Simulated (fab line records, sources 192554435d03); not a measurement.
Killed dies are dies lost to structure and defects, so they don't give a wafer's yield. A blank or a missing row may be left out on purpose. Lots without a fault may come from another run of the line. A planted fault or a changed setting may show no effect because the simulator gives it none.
A struck lot beside a sound one | flow n5_finfet | 37 steps out of a route of 1938
Sound: wafers L437.2, L437.4, L437.6. Struck: wafer L439.1. (L439.5, L439.6 of the same lot were not struck and are left out.) The cause comes at the end.
At each step with rows: each side's tool, then ch and its chambers, then its first start. Under that, the readings that differ: sound wafers | struck wafers | difference of the means | sigmas: that difference in standard deviations of wafers without a fault.
alike: readings whose means differ by less than 2 such deviations, and words and numbers that are the same on both sides. not compared: withheld readings, readings that some wafer has no value for, bounds like >300 that may hide the same value, and numbers for which the record gives no deviation and whose values overlap.
The two part at a step that has a row with sigmas, a row that says differs or no value, or rows on one side only. Numbers that don't overlap but have no deviation are shown without sigmas and don't part them. A reading that every wafer of one side lacks parts them only if that side has two wafers or more.

first, 8 steps without rows for these wafers: N5_BEOL_M1_ECD_50 (material Cu, target thk 300 nm); N5_BEOL_M1_ANNEAL_51 (time 90 s); N5_BEOL_M1_CMP_52 (polishes, stops on SiOC, t overpolish 6.8 s, target thk 40 nm); N5_BEOL_M1_PRE_CLEAN_60 (time 15 s); N5_BEOL_M1_CO_CAP_55 (material Co, precursor CCTBA/H2, target thk 2 nm, time 102.1 s); N5_BEOL_M1_PRE_CLEAN_56 (time 15 s); N5_BEOL_M1_DEP_57 (deposits SiCN from 3MS/NH3, target thk 8 nm, time 14 s); N5_BEOL_M2_ILD_DEP_00 (deposits SiOC from DEMS/O2, target thk 79 nm, time 15.3 s).
N5_BEOL_M2_PECVD_72: deposits SiO2 from TEOS/O2, target thk 16 nm, time 18 s.
  sound on pecvd-04 ch 0,1, day 7 18:20; struck on pecvd-04 ch 1, day 8 09:20
  reading                                    | sound      | struck | difference | sigmas
  model.SiO2_of_BEOL_M2_PECVD_72.thk_nm (nm) | 15.6 16 16 | 5.6    | -10.3      |
  alike: heater_power_w, showerhead_plenum_p_Torr, throttle_valve_pct
  not compared: since_wet_clean_h
then, 25 steps without rows for these wafers: N5_BEOL_M2_HM_DEP_02 (deposits TiN, target thk 20 nm); N5_BEOL_M2_COAT_61 (time 60 s, resist thk 60 nm); N5_BEOL_M2_COAT_62 (time 60 s, resist thk 12 nm); N5_BEOL_M2_COAT_73 (time 60 s, resist thk 5 nm); N5_BEOL_M2_COAT_05 (resist thk 30 nm); N5_BEOL_M2_EBR_07; N5_BEOL_M2_SOFTBAKE_06 (time 60 s); N5_BEOL_M2_EXPOSE_08 (exposes mask M2); N5_BEOL_M2_PEB_09 (peb time 60 s); N5_BEOL_M2_DEVELOP_10 (develop time 30 s); N5_BEOL_M2_DESCUM_16 (chemistry O2, time 7 s); N5_BEOL_M2_ETCH_74 (etches underlayer in N2/H2, target depth 6.5 nm, time 5.2 s); N5_BEOL_M2_ETCH_63 (etches SiARC in CF4, target depth 15.6 nm, time 26 s); N5_BEOL_M2_ETCH_64 (etches SOC in N2/H2, target depth 75 nm, overetch 22.5 nm, time 121.9 s); N5_BEOL_M2_STRIP_65 (strips in N2/H2); N5_BEOL_M2_STRIP_75 (strips in N2/H2); N5_BEOL_M2_STRIP_66 (strips in CF4); N5_BEOL_M2_HM_OPEN_17 (chemistry Cl2/BCl3, target TiN, target depth 20 nm, overetch 6 nm); N5_BEOL_M2_STRIP_19 (strips in O2); N5_BEOL_M2_COAT_67 (time 60 s, resist thk 60 nm); N5_BEOL_M2_COAT_68 (time 60 s, resist thk 12 nm); N5_BEOL_M2_COAT_76 (time 60 s, resist thk 5 nm); N5_BEOL_M2_COAT_22 (resist thk 30 nm); N5_BEOL_M2_EBR_24; N5_BEOL_M2_SOFTBAKE_23 (time 60 s).
N5_BEOL_M2_HM_STRIP_39: strips TiN in peroxide tin strip, target depth 25 nm, time 158 s.
  sound on wet_bench-01 ch 3,4,7, day 7 21:24; struck on wet_bench-01 ch 3, day 8 18:52
  reading                                    | sound        | struck | difference | sigmas
  model.SiO2_of_BEOL_M2_PECVD_72.thk_nm (nm) | 15.4 16 15.8 | 5.4    | -10.3      |
  alike: bath_guard_temp_C
N5_BEOL_M2_CMP_52: polishes, stops on SiOC, t overpolish 6.8 s, target thk 40 nm.
  sound on cmp-01 ch 0,1,3, day 8 00:44; struck on cmp-01 ch 3, day 8 22:10
  reading                      | sound          | struck | difference | sigmas
  barrier_field_endpoint_s (s) | 24.4 24.6 24.6 | 11.7   | -12.8      | -20
  alike: head_pressure_psi, motor_current_A
N5_BEOL_M4_RC_MEAS_101:
  sound on prober-01 ch 0, day 9 07:13; struck on prober-01 ch 0, day 10 02:11
  reading       | sound       | struck | difference | sigmas
  ION_P (uA/um) | 453 453 452 | 470    | +17        | +2
  alike: DIBL_N, DIBL_P, IOFF_N, IOFF_P, ION_N, SS_N, SS_P, VT_N, VT_P

WHERE THEY PART
First at N5_BEOL_M2_CMP_52; last, within this record, at N5_BEOL_M4_RC_MEAS_101.

WHY: what the simulator had put in
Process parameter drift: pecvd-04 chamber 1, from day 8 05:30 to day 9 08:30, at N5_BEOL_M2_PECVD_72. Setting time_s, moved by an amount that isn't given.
